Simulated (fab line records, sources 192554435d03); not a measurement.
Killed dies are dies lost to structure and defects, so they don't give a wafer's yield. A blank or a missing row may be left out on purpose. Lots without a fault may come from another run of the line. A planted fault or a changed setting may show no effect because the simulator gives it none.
fab line records | flow n5_finfet
record lots=10 wafers=29 last_day=18
route steps=1938 shown BEOL_M3@977 BEOL_M4@1111 PASSIVATION@1936
lots that met no fault: from a run of the same line without faults
start_h: hours from the record's first day to the start of the lot's first wafer shown | wait_h: hours since the lot's step before | " the same as in the row above | L1.1+2: a row that stands for several wafers | - no value, or no start given | * or withheld: withheld | < > ~ a bound
route shown NAME@n: a module of which the file shows steps, and the number in the route of the first | usual: mean/standard deviation of fault-free wafers | same: alike in all rows | chamber/n: place in a boat | sites: the reading at each site | _std_site: their standard deviation | _edge_site: outer sites' mean less inner sites' | radius_mm: how far each site lies from the wafer's centre | mask NAME#n: copy n | behind: the tool/chamber that last shaped the wafer | hold: why the lot was held/for how many hours/how that ended | device: the transistor (n, p or np) that didn't switch | end of line: the same wafers' tests at the end of the route | a step without rows: its recipe alone | killed: dies lost to structure and defects at the first sort, not the wafer's yield | map: a wafer's dies, x killed, . not, _ none there
set.NAME: the setting as run; set.NAME@STEP: as run at that earlier step | model.NAME: the simulator's own value behind a step, which no gauge read
steps of the route over a sample of lots; a table a step, a row a wafer
services: from which hour (start_h, from the record's first day; less than 0 if before it) a tool's chamber was out of use, for how many hours, and why
## steps
# step N5_BEOL_M3_VIA_ETCH_34
# recipe chemistry=C4F6/O2 target_depth_a=694 mask_material=SOC pressure_mtorr=15 ion_energy_ev=250 taper_deg=4 time_s=65.9 source_w=350 bias_w=170 Ar_flow_sccm=300 C4F6_flow_sccm=10 O2_flow_sccm=10
# usual drypump_motor_current_A=5.7/0.34 oes_product_au=0.79/0.094 rf_vpp_V=664/14 showerhead_plenum_p_Torr=2.85/0.085 throttle_valve_pct=30.7/0.38
# columns lot.wafer tool chamber start_h wait_h drypump_motor_current_A oes_product_au rf_hours_counter_h rf_vpp_V showerhead_plenum_p_Torr throttle_valve_pct
L310.2 rie_diel-04 2 156.58 0.0 6.2 0.92 18 671 2.77 29.9
L310.4 " 3 " " 5.9 0.69 243 670 2.92 30.9
L310.6 " 2 " " 6.2 0.92 - 671 2.77 29.9
L313.2 rie_diel-01 2 191.52 0.0 5.4 0.69 244 678 2.82 31.4
L313.6 " 1 " " 5.6 0.74 - 675 2.82 30.4
L315.2 rie_diel-04 0 205.72 0.0 5.6 0.69 254 645 2.93 31.0
L315.5 " 1 " " 6.2 0.70 - 689 2.91 30.8
L315.6 " 2 " " 6.2 0.88 - 671 2.76 29.9
L317.1 rie_diel-04 3 208.77 0.0 5.9 0.97 0 670 2.92 30.7
L317.3 " 2 " " 6.2 0.88 34 670 2.76 29.9
L317.5 " 3 " " 5.9 0.97 - 668 2.92 30.7
L327.1 rie_diel-05 3 262.67 0.0 5.6 0.66 235 660 2.83 30.9
L327.2 " 1 " " 5.2 0.73 169 655 2.84 30.5
L327.3 " 2 " " 5.9 0.69 237 649 2.81 30.7
L328.2 rie_diel-05 1 266.65 0.0 5.2 0.73 170 653 2.84 30.5
L328.3 " 0 " " 5.4 0.87 48 657 3.03 31.1
L328.4 " 3 " " 5.6 0.66 236 659 2.83 31.0
L326.1 rie_diel-04 0 266.68 0.0 5.6 0.94 12 644 2.92 30.7
L326.2 " 3 " " 5.9 0.90 21 667 2.91 30.7
L326.3 " 2 " " 6.2 0.85 55 671 2.75 29.9
L329.1 rie_diel-04 2 277.95 0.0 6.2 0.84 59 669 2.75 29.9
L329.5 " 2 " " 6.2 0.85 - 670 2.75 29.9
L329.6 " 3 " " 6.0 0.90 - 671 2.91 30.7
L332.2 rie_diel-01 0 287.37 0.0 5.3 0.79 - 644 2.87 30.9
L332.4 " 0 " " 5.3 0.79 - 644 2.87 30.9
L332.5 " 0 " " 5.3 0.79 - 646 2.87 30.9
L331.1 rie_diel-01 2 298.65 0.0 5.4 0.97 0 677 2.81 31.0
L331.2 " 0 " " 5.3 0.77 102 645 2.87 30.9
L331.4 " 1 " " 5.6 0.71 208 675 2.80 30.5
# step N5_BEOL_M3_SPUTTER_48
# recipe material=Cu target_thk_a=45 temp_c=-20 chamber_pressure_pa=0.07 power_w=withheld time_s=8.29
# usual chamber_pressure_pa=0.06999/0.00013 chuck_gas_flow_sccm=1.27/0.054 susceptor_temp_C=-20.00/0.098 throttle_valve_pct=29.6/1.2
# columns lot.wafer tool chamber start_h wait_h chamber_pressure_pa chuck_gas_flow_sccm susceptor_temp_C throttle_valve_pct
L310.2 pvd_sputter-03 - 158.78 0.2 0.07005 1.24 -20.16 30.1
L310.4 " - " " 0.0701 1.34 -20.05 30.4
L310.6 " - " " 0.06989 1.35 -19.88 27.8
L313.2 pvd_sputter-02 - 192.69 0.1 0.06994 1.17 -19.82 28.1
L313.6 " - " " 0.06991 1.34 -19.96 31.0
L315.2 pvd_sputter-01 - 208.55 1.5 0.07017 1.30 -19.94 28.2
L315.5 " - " " 0.06982 1.28 -19.86 31.0
L315.6 " - " " 0.07005 1.26 -19.83 28.5
L317.1 pvd_sputter-03 - 210.74 0.1 0.06986 1.26 -19.97 30.8
L317.3 " - " " 0.06995 1.24 -20.13 30.5
L317.5 " - " " 0.06979 1.32 -19.96 30.1
L327.1 pvd_sputter-03 - 264.14 0.1 - - - -
L327.2 " - " " - - - -
L327.3 " - " " - - - -
L328.2 pvd_sputter-01 - 268.48 0.2 0.06994 1.25 -20.12 31.1
L328.3 " - " " 0.07003 1.22 -19.99 28.6
L328.4 " - " " 0.07017 1.26 -19.97 28.1
L326.1 pvd_sputter-02 - 269.11 0.1 - - - -
L326.2 " - " " - - - -
L326.3 " - " " - - - -
L329.1 pvd_sputter-02 - 279.40 0.1 0.0699 1.36 -20.06 31.4
L329.5 " - " " 0.0701 1.27 -20.10 31.0
L329.6 " - " " 0.07018 1.31 -19.92 28.0
L332.2 pvd_sputter-03 - 289.92 0.2 0.06985 1.28 -19.99 27.9
L332.4 " - " " 0.07018 1.31 -20.05 31.0
L332.5 " - " " 0.07011 1.29 -20.03 28.1
L331.1 pvd_sputter-01 - 300.20 0.2 0.06991 1.20 -19.92 28.1
L331.2 " - " " 0.07015 1.26 -19.92 29.9
L331.4 " - " " 0.07005 1.21 -20.03 30.8
# step N5_BEOL_M3_ANNEAL_82
# recipe temp_c=400 time_s=240 ambient=vacuum
# usual heater_power_w=860/91 susceptor_temp_C=400.02/0.21
# columns lot.wafer tool chamber start_h wait_h heater_power_w susceptor_temp_C
L310.2 pvd_sputter-03 - 159.30 0.0 878 399.80
L310.4 " - " " 886 400.06
L310.6 " - " " 737 400.04
L313.2 pvd_sputter-02 - 193.21 0.0 1075 399.93
L313.6 " - " " 904 399.96
L315.2 pvd_sputter-01 - 209.07 0.0 836 399.91
L315.5 " - " " 919 400.04
L315.6 " - " " 889 399.90
L317.1 pvd_sputter-03 - 211.26 0.0 785 400.20
L317.3 " - " " 896 400.35
L317.5 " - " " 925 399.78
L327.1 pvd_sputter-03 - 264.66 0.0 877 400.18
L327.2 " - " " 731 400.12
L327.3 " - " " 785 399.76
L328.2 pvd_sputter-01 - 269.00 0.0 932 399.71
L328.3 " - " " 914 399.90
L328.4 " - " " 846 400.24
L326.1 pvd_sputter-02 - 269.63 0.0 1075 399.98
L326.2 " - " " 793 400.06
L326.3 " - " " 696 400.45
L329.1 pvd_sputter-02 - 279.92 0.0 908 399.89
L329.5 " - " " 803 400.18
L329.6 " - " " 1054 400.00
L332.2 pvd_sputter-03 - 290.44 0.0 728 399.93
L332.4 " - " " 774 400.21
L332.5 " - " " 740 399.71
L331.1 pvd_sputter-01 - 300.72 0.0 833 400.34
L331.2 " - " " 801 399.81
L331.4 " - " " 921 400.10
# step N5_BEOL_M3_ANNEAL_87
# recipe temp_c=400 time_s=240 ambient=vacuum
# usual heater_power_w=859/91 susceptor_temp_C=400.00/0.24
# columns lot.wafer tool chamber start_h wait_h heater_power_w susceptor_temp_C
L310.2 pvd_sputter-03 - 159.52 0.0 887 399.91
L310.4 " - " " 899 400.24
L310.6 " - " " 730 399.68
L313.2 pvd_sputter-02 - 193.43 0.0 1073 400.02
L313.6 " - " " 929 400.06
L315.2 pvd_sputter-01 - 209.29 0.0 825 399.85
L315.5 " - " " 919 400.10
L315.6 " - " " 899 399.54
L317.1 pvd_sputter-03 - 211.48 0.0 777 400.15
L317.3 " - " " 873 400.23
L317.5 " - " " 928 400.06
L327.1 pvd_sputter-03 - 264.88 0.0 912 399.63
L327.2 " - " " 728 400.31
L327.3 " - " " 775 400.06
L328.2 pvd_sputter-01 - 269.22 0.0 956 399.76
L328.3 " - " " 880 399.96
L328.4 " - " " 829 399.68
L326.1 pvd_sputter-02 - 269.85 0.0 1080 400.05
L326.2 " - " " 768 399.81
L326.3 " - " " 711 400.02
L329.1 pvd_sputter-02 - 280.14 0.0 914 399.88
L329.5 " - " " 768 400.17
L329.6 " - " " 1065 399.79
L332.2 pvd_sputter-03 - 290.66 0.0 720 400.05
L332.4 " - " " 788 399.98
L332.5 " - " " 726 400.03
L331.1 pvd_sputter-01 - 300.94 0.0 827 399.99
L331.2 " - " " 804 399.89
L331.4 " - " " 930 400.48
# step N5_BEOL_M4_RC_MEAS_101
# usual DIBL_N=36.0/1.9 DIBL_P=36.0/2.1 IOFF_N=0.155/0.029 IOFF_P=0.20/0.032 ION_N=672/11 ION_P=461/6.9 SS_N=71.5/0.58 SS_P=73.2/0.64 VT_N=250.4/2.9 VT_P=-251.0/2.8
# columns lot.wafer tool chamber start_h wait_h DIBL_N[mV/V] DIBL_P[mV/V] IOFF_N[nA/um] IOFF_P[nA/um] ION_N[uA/um] ION_P[uA/um] SS_N[mV/dec] SS_P[mV/dec] VT_N[mV] VT_P[mV]
L310.2 prober-02 0 185.41 0.2 36.5 35.3 0.129 0.19 654 452 71.4 73.9 254.5 -251.4
L310.4 " 0 " " 34.5 33.6 0.114 0.18 672 470 71.0 72.9 254.6 -251.4
L310.6 " 0 " " 34.4 33.3 0.112 0.17 666 462 70.8 72.3 254.9 -253.8
L313.2 prober-01 0 210.12 0.2 34.8 34.1 0.124 0.19 666 460 71.1 72.9 252.0 -249.1
L313.6 " 0 " " 36.1 35.2 0.143 0.20 660 460 71.8 73.1 251.5 -249.3
L315.2 prober-01 0 221.08 0.2 34.8 33.1 0.127 0.15 676 453 70.1 72.5 249.6 -256.0
L315.5 " 0 " " 37.0 35.7 0.158 0.19 684 462 71.7 73.2 250.7 -252.9
L315.6 " 0 " " 38.5 36.5 0.182 0.20 675 454 71.5 73.5 249.8 -251.3
L317.1 prober-01 0 227.73 0.0 38.1 38.0 0.178 0.22 688 468 71.8 73.3 247.4 -249.7
L317.3 " 0 " " 35.3 34.2 0.125 0.17 671 459 71.0 72.6 253.8 -253.8
L317.5 " 0 " " 37.7 37.6 0.177 0.21 690 464 71.1 73.1 247.6 -250.1
L327.1 prober-02 0 283.94 0.0 36.7 37.7 0.173 0.23 684 470 71.7 73.8 248.6 -248.9
L327.2 " 0 " " 37.2 38.2 0.186 0.24 669 460 71.4 74.2 245.9 -247.8
L327.3 " 0 " " 38.1 40.4 0.202 0.28 688 475 72.0 74.6 245.9 -245.5
L326.1 prober-01 0 285.18 0.0 35.9 37.6 0.158 0.19 682 463 71.7 73.3 251.3 -253.3
L326.2 " 0 " " 37.4 38.4 0.185 0.20 674 457 71.9 74.1 250.6 -255.3
L326.3 " 0 " " 35.4 37.0 0.133 0.17 658 456 71.7 73.5 255.4 -255.4
L328.2 prober-02 0 288.21 0.2 35.1 36.4 0.144 0.21 677 467 70.6 73.3 249.4 -251.5
L328.3 " 0 " " 32.9 34.1 0.119 0.18 654 453 70.8 72.2 250.0 -251.7
L328.4 " 0 " " 35.1 37.0 0.155 0.22 681 469 71.7 73.2 247.5 -249.1
L329.1 prober-02 0 303.98 0.0 38.0 36.8 0.169 0.22 676 469 72.0 73.9 249.1 -247.3
L329.5 " 0 " " 36.2 35.3 0.148 0.20 673 462 70.9 73.6 250.4 -249.4
L329.6 " 0 " " 38.5 37.9 0.187 0.23 679 460 71.9 74.0 246.4 -247.4
L332.2 prober-01 0 311.51 0.2 37.5 36.0 0.179 0.23 672 465 71.6 73.9 248.6 -246.8
L332.4 " 0 " " 35.8 34.7 0.147 0.20 678 460 71.1 72.9 251.6 -250.3
L332.5 " 0 " " 38.0 36.4 0.173 0.24 657 450 71.5 73.8 248.6 -252.1
L331.1 prober-01 0 313.78 0.0 34.4 35.1 0.149 0.19 682 466 71.6 73.0 252.9 -249.1
L331.2 " 0 " " 33.3 33.1 0.118 0.15 661 450 71.0 72.6 255.5 -255.7
L331.4 " 0 " " 32.8 33.0 0.119 0.16 674 462 70.4 72.9 251.2 -253.9
# step N5_PASSIVATION_PROBE_49
# usual defect_limited_yield=91.0/1.5 killed_at_M0_to_M3=33/9.4 killed_at_M4_up=14/4.8 killed_at_contacts=13/7.3 killed_at_front_end=43/13 killed_at_other=3.6/2.9 killed_dies=106/18 killed_open=69/13 killed_short=35/8.2 sort_bin_5_function=5.3/1 sort_bin_6_memory=3.3/0.68 sort_bin_8_speed=0.01/0.027 sort_n_pass=1074/18 sort_yield_pct=91.0/1.5
# same gross_dies=1180 killed_at_back_side=0 sort_bin_4_leakage[%]=0
# columns lot.wafer tool chamber start_h wait_h defect_limited_yield[%] killed_at_M0_to_M3 killed_at_M4_up killed_at_contacts killed_at_front_end killed_at_other killed_dies killed_open killed_short sort_bin_5_function[%] sort_bin_6_memory[%] sort_bin_8_speed[%] sort_n_pass sort_yield_pct[%]
L326.1 prober-02 - 388.38 0.0 91.4 35 11 14 35 7 102 59 32 4.7 3.5 0 1078 91.4
L326.2 prober-02 - 388.43 0.1 88.2 48 17 7 58 9 139 82 41 6.4 4.7 0 1041 88.2
L326.3 prober-02 - 388.48 0.1 88.3 61 19 16 36 6 138 77 45 6.4 5.1 0 1042 88.3
L327.1 prober-01 - 390.18 0.0 90.0 39 17 25 35 2 118 67 41 5.5 4.0 0 1062 90.0
L327.2 prober-01 - 390.23 0.1 91.1 37 8 20 40 0 105 54 32 5.3 3.1 0 1075 91.1
L327.3 prober-01 - 390.28 0.1 92.8 29 17 15 21 3 85 55 21 4.4 2.5 0 1095 92.8
# killed by level:class
L326.1 MOL_CONTACT_COAG:geometric_particle:open=13 BEOL_M3:interface_void_opened=10 FIN_SAQP:geometric_particle:open=8 BEOL_M3:geometric_particle:open=7 BEOL_M0_SAQP:geometric_particle:open=6 STI_FIN_REVEAL:geometric_particle:open=5 BEOL_M0_SAQP:geometric_particle:short=5 FIN_SAQP:geometric_particle:short=4
L326.2 FIN_SAQP:geometric_particle:short=14 STI_FIN_REVEAL:geometric_particle:open=14 BEOL_M3:interface_void_opened=13 FIN_SAQP:geometric_particle:open=9 BEOL_M4:geometric_particle:open=9 BEOL_M0_SAQP:geometric_particle:short=8 BEOL_M0_SAQP:geometric_particle:open=7 DUMMY_GATE:geometric_particle:open=6
L326.3 BEOL_M3:interface_void_opened=14 MOL_CONTACT_COAG:geometric_particle:open=14 BEOL_M0_SAQP:geometric_particle:short=11 FIN_SAQP:geometric_particle:short=10 BEOL_M0_SAQP:geometric_particle:open=10 BEOL_M1:geometric_particle:open=8 BEOL_M2:geometric_particle:open=7 BEOL_M3:geometric_particle:open=6
L327.1 MOL_CONTACT_COAG:geometric_particle:open=18 STI_FIN_REVEAL:geometric_particle:open=17 BEOL_M3:interface_void_opened=10 BEOL_M0_SAQP:geometric_particle:open=10 BEOL_M0_SAQP:geometric_particle:short=9 FIN_SAQP:geometric_particle:short=8 MOL_CONTACT_COAG:geometric_particle:short=7 BEOL_M2:geometric_particle:open=5
L327.2 BEOL_M3:interface_void_opened=19 MOL_CONTACT_COAG:geometric_particle:open=16 STI_FIN_REVEAL:geometric_particle:open=11 FIN_SAQP:geometric_particle:short=10 FIN_SAQP:geometric_particle:open=7 BEOL_M0_SAQP:geometric_particle:short=7 MOL_CONTACT_COAG:geometric_particle:short=4 BEOL_M2:geometric_particle:open=4
L327.3 MOL_CONTACT_COAG:geometric_particle:open=14 BEOL_M3:interface_void_opened=9 STI_FIN_REVEAL:geometric_particle:open=7 BEOL_M0_SAQP:geometric_particle:open=4 BEOL_M4:geometric_particle:open=4 STARTING-WAFER:geometric_particle:open=4 FIN_SAQP:geometric_particle:short=3 GATE_CUT:geometric_particle:short=3
## services
# columns tool chamber start_h hours kind
pvd_sputter-03 - 137.72 2.9 repair
rie_diel-05 1 141.67 9.0 repair
pvd_sputter-03 - 164.10 7.1 repair
rie_diel-04 3 184.80 - clean
rie_diel-04 3 184.80 - consumable_replace:focus_ring
rie_diel-04 3 184.80 21.8 scheduled_down
rie_diel-04 3 184.80 21.8 vent_cycle
rie_diel-05 3 190.29 7.9 repair
rie_diel-01 1 194.00 11.3 repair
rie_diel-01 0 197.51 3.7 repair
rie_diel-04 0 206.61 - clean
rie_diel-04 0 206.61 - consumable_replace:focus_ring
rie_diel-04 0 206.61 19.9 scheduled_down
rie_diel-04 0 206.61 19.9 vent_cycle
rie_diel-01 3 226.04 5.8 repair
rie_diel-01 2 236.17 32.3 repair
rie_diel-01 - 236.82 0.8 repair
rie_diel-04 1 253.83 13.9 repair
rie_diel-04 1 274.71 - clean
rie_diel-01 1 279.30 8.4 repair
rie_diel-01 3 286.15 4.1 repair
rie_diel-04 3 287.19 4.6 repair
pvd_sputter-02 - 288.76 8.9 repair
rie_diel-05 - 295.90 14.6 pm
## key
first_sign step=N5_BEOL_M3_SPUTTER_48 reading=tool_record direction=missing
effect none on later readings
met_at N5_BEOL_M3_SPUTTER_48
struck_lots L326,L327
not_acting_at N5_BEOL_M3_VIA_ETCH_34,N5_BEOL_M3_ANNEAL_82,N5_BEOL_M3_ANNEAL_87
onset_between 210.74 264.14
fault kind=skipped_step_whole tool=pvd_sputter-02,pvd_sputter-03 chamber=- onset_h=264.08 steps=N5_BEOL_M3_SPUTTER_48 scope=struck_lots_only
